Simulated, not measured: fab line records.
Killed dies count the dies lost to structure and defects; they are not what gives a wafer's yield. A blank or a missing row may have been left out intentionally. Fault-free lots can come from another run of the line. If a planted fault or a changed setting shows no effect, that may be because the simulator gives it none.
Which tool is to blame? | flow nandHarc | 24 lots, 72 wafers sampled, at 3 steps of a route of 1302

== WHAT THE GAUGES SHOWED, per wafer ==
NHARC_P_GATE_CD_MEAS_33. Usual: cdNm at 121 nm, with a standard deviation of 3.5.
lot  | measured     | on       | cdNm (nm)   | flag
L074 | day 5 10:13  | cdSem-03 | 117 119 120 | 
L075 | day 5 10:47  | cdSem-01 | 118 123 126 | 
L076 | day 5 22:19  | cdSem-02 | 126 123 120 | 
L077 | day 6 14:55  | cdSem-03 | 123 118 120 | 
L078 | day 6 14:30  | cdSem-01 | 118 117 116 | 
L079 | day 7 05:54  | cdSem-02 | 119 123 120 | 
L080 | day 7 17:17  | cdSem-01 | 127 123 122 | 
L081 | day 8 01:43  | cdSem-01 | 124 126 121 | 
L082 | day 8 12:38  | cdSem-01 | 115 121 120 | 
L083 | day 9 06:53  | cdSem-01 | 125 122 119 | 
L084 | day 9 12:51  | cdSem-02 | 116 127 123 | 
L085 | day 9 18:05  | cdSem-02 | 117 121 123 | 
L086 | day 9 22:52  | cdSem-01 | 119 116 115 | 
L087 | day 10 08:34 | cdSem-03 | 125 124 120 | 
L088 | day 11 02:50 | cdSem-01 | 117 117 120 | 
L089 | day 11 02:20 | cdSem-03 | 123 116 124 | 
L090 | day 11 22:59 | cdSem-02 | 120 119 118 | 
L091 | day 12 05:40 | cdSem-01 | 124 117 124 | 
L092 | day 12 12:47 | cdSem-03 | 120 118 114 | 
L093 | day 12 23:28 | cdSem-01 | 120 118 124 | 
L094 | day 13 17:40 | cdSem-02 | 121 120 117 | 
L095 | day 13 18:29 | cdSem-01 | 125 125 121 | 
L096 | day 14 04:50 | cdSem-03 | 118 128 122 | 
L097 | day 14 22:50 | cdSem-03 | 120 127 127 | 

== WHAT TOOL EACH LOT RAN ON (gives the tool, then ch and the chambers of the sampled wafers, and finally the start) ==
lot  | NHARC_P_ZERO_WELL_ETCH_65         | NHARC_P_GATE_HM_DEP_102
L074 | rieDiel-03 ch 0,2,3, day 1 21:22  | aclDep-01 ch 0, day 5 07:53
L075 | rieDiel-11 ch 2,3, day 2 07:31    | aclDep-02 ch 0, day 5 08:36
L076 | rieDiel-11 ch 0,1,2, day 2 17:22  | aclDep-03 ch 0, day 5 20:04
L077 | rieDiel-04 ch 0,1,2, day 3 03:22  | aclDep-01 ch 0, day 6 12:40
L078 | rieDiel-03 ch 1,2, day 3 13:29    | aclDep-02 ch 0, day 6 12:29
L079 | rieDiel-11 ch 1,2,3, day 3 23:32  | aclDep-01 ch 0, day 7 03:34
L080 | rieDiel-04 ch 0,2, day 4 10:35    | aclDep-03 ch 0, day 7 14:57
L081 | rieDiel-04 ch 0,1,2, day 4 19:32  | aclDep-01 ch 0, day 7 23:17
L082 | rieDiel-03 ch 1,3, day 5 05:29    | aclDep-02 ch 0, day 8 10:19
L083 | rieDiel-04 ch 0,1,3, day 5 15:38  | aclDep-03 ch 0, day 9 04:40
L084 | rieDiel-04 ch 1,2,3, day 6 01:38  | aclDep-03 ch 0, day 9 10:50
L085 | rieDiel-03 ch 1,2, day 6 11:23    | aclDep-01 ch 0, day 9 15:58
L086 | rieDiel-03 ch 1,2, day 6 21:37    | aclDep-01 ch 0, day 9 20:39
L087 | rieDiel-11 ch 0,1,3, day 7 07:29  | aclDep-03 ch 0, day 10 06:22
L088 | rieDiel-04 ch 0,1,3, day 7 20:37  | aclDep-01 ch 0, day 11 00:43
L089 | rieDiel-04 ch 0,2,3, day 8 03:21  | aclDep-01 ch 0, day 10 23:58
L090 | rieDiel-11 ch 0,2,3, day 8 13:32  | aclDep-03 ch 0, day 11 20:37
L091 | rieDiel-11 ch 0,1,2, day 8 23:37  | aclDep-01 ch 0, day 12 03:28
L092 | rieDiel-11 ch 1,2, day 9 09:29    | aclDep-02 ch 0, day 12 10:35
L093 | rieDiel-11 ch 0,1,3, day 9 19:29  | aclDep-01 ch 0, day 12 21:16
L094 | rieDiel-04 ch 2,3, day 10 05:30   | aclDep-01 ch 0, day 13 15:28
L095 | rieDiel-03 ch 0,1,2, day 10 15:38 | aclDep-01 ch 0, day 13 16:06
L096 | rieDiel-11 ch 1,2,3, day 11 01:30 | aclDep-03 ch 0, day 14 02:38
L097 | rieDiel-11 ch 2,3, day 11 11:29   | aclDep-01 ch 0, day 14 20:44
- NHARC_P_ZERO_WELL_ETCH_65: etches the open film in N2/H2, target depth 80 nm, overetch 24 nm, time 87.88 s.
- NHARC_P_GATE_HM_DEP_102: deposits aC, target thk 120 nm.

== WHAT THE TOOLS THEMSELVES READ (means of the sampled wafers that have a number; where no wafer has one, the mark that the record gives instead) ==
NHARC_P_ZERO_WELL_ETCH_65. Usual: biasW 150.0 W, standard deviation 0.43; drypumpMotorCurrentA 5.6 A, standard deviation 0.37; oesProductAu 1.001 a.u., standard deviation 0.013; rfVppV 429.0 V, standard deviation 2.6; showerheadPlenumPTorr 1.99 Torr, standard deviation 0.087; throttleValvePct 14.171 %, standard deviation 0.0082.
lot  | tool       | biasW (W) | drypumpMotorCurrentA (A) | oesProductAu (a.u.) | rfVppV (V) | showerheadPlenumPTorr (Torr) | throttleValvePct (%) | flag
L074 | rieDiel-03 | 149.8     | 6.0                      | 1.002               | 429.0      | 1.98                         | 14.175               | 
L075 | rieDiel-11 | 150.0     | 5.5                      | 0.991               | 430.1      | 2.04                         | 14.175               | 
L076 | rieDiel-11 | 149.9     | 5.8                      | 0.992               | 428.8      | 1.98                         | 14.177               | 
L077 | rieDiel-04 | 150.2     | 5.6                      | 1.003               | 428.4      | 1.96                         | 14.173               | 
L078 | rieDiel-03 | 149.7     | 5.5                      | 1.012               | 429.3      | 1.98                         | 14.173               | 
L079 | rieDiel-11 | 150.1     | 5.7                      | 0.991               | 430.9      | 2.04                         | 14.168               | 
L080 | rieDiel-04 | 149.8     | 5.4                      | 1.009               | 430.8      | 2.01                         | 14.179               | 
L081 | rieDiel-04 | 149.9     | 5.6                      | 0.997               | 428.8      | 1.95                         | 14.161               | 
L082 | rieDiel-03 | 150.4     | 5.9                      | 0.999               | 431.4      | 2.09                         | 14.178               | 
L083 | rieDiel-04 | 149.7     | 5.6                      | 1.000               | 427.0      | 1.90                         | 14.168               | 
L084 | rieDiel-04 | 150.2     | 5.6                      | 0.999               | 428.2      | 1.96                         | 14.161               | 
L085 | rieDiel-03 | 150.2     | 5.8                      | 1.020               | 427.9      | 1.94                         | 14.167               | 
L086 | rieDiel-03 | 149.6     | 5.8                      | 1.008               | 428.3      | 1.94                         | 14.173               | 
L087 | rieDiel-11 | 149.8     | 5.6                      | 1.005               | 429.8      | 2.02                         | 14.164               | 
L088 | rieDiel-04 | 150.1     | 5.6                      | 1.004               | 426.6      | 1.90                         | 14.167               | 
L089 | rieDiel-04 | 150.1     | 5.4                      | 1.006               | 427.4      | 1.96                         | 14.173               | 
L090 | rieDiel-11 | 149.7     | 5.4                      | 0.989               | 429.5      | 2.00                         | 14.174               | 
L091 | rieDiel-11 | 149.4     | 5.8                      | 1.001               | 428.1      | 1.97                         | 14.171               | 
L092 | rieDiel-11 | 149.8     | 6.0                      | 1.005               | 428.6      | 1.99                         | 14.172               | 
L093 | rieDiel-11 | 150.2     | 5.6                      | 1.000               | 428.6      | 2.01                         | 14.170               | 
L094 | rieDiel-04 | 149.3     | 5.3                      | 1.002               | 428.3      | 1.96                         | 14.177               | 
L095 | rieDiel-03 | 150.1     | 5.7                      | 1.007               | 430.0      | 2.03                         | 14.176               | 
L096 | rieDiel-11 | 150.4     | 5.7                      | 0.995               | 429.2      | 2.02                         | 14.163               | 
L097 | rieDiel-11 | 149.7     | 5.5                      | 0.989               | 430.6      | 2.02                         | 14.167               | 

NHARC_P_GATE_HM_DEP_102. Usual: throttleValvePct at 35.000 %, with a standard deviation of 0.0085.
lot  | tool      | throttleValvePct (%) | flag
L074 | aclDep-01 | 34.999               | 
L075 | aclDep-02 | 35.006               | 
L076 | aclDep-03 | 34.996               | 
L077 | aclDep-01 | 34.989               | 
L078 | aclDep-02 | 34.999               | 
L079 | aclDep-01 | 35.001               | 
L080 | aclDep-03 | 34.998               | 
L081 | aclDep-01 | 34.999               | 
L082 | aclDep-02 | 34.994               | 
L083 | aclDep-03 | 35.006               | 
L084 | aclDep-03 | 34.990               | 
L085 | aclDep-01 | 34.998               | 
L086 | aclDep-01 | 35.001               | 
L087 | aclDep-03 | 35.005               | 
L088 | aclDep-01 | 35.006               | 
L089 | aclDep-01 | 35.005               | 
L090 | aclDep-03 | 34.997               | 
L091 | aclDep-01 | 34.998               | 
L092 | aclDep-02 | 35.001               | 
L093 | aclDep-01 | 34.996               | 
L094 | aclDep-01 | 35.000               | 
L095 | aclDep-01 | 35.007               | 
L096 | aclDep-03 | 35.005               | 
L097 | aclDep-01 | 35.002               | 

== THE ANSWER, worked out from the rows above alone ==
Rule: a lot is off if the mean of its wafers that have a number lies more than 3 standard deviations from the usual mean. A lot without any number at a reading at which 4 lots or more have one is off too. Where the step has rows for the other lots, those lots are counted as sound. First the gauges in route order, then the tools' own readings, where a lot's mean is used as printed above. At the first step where some lot is off, the reading lying furthest off is the one used; lots without a number count as furthest.
No lot is off on any of the readings shown, so nothing can be concluded from this.

== WHAT WAS PUT IN BY THE SIMULATOR ==
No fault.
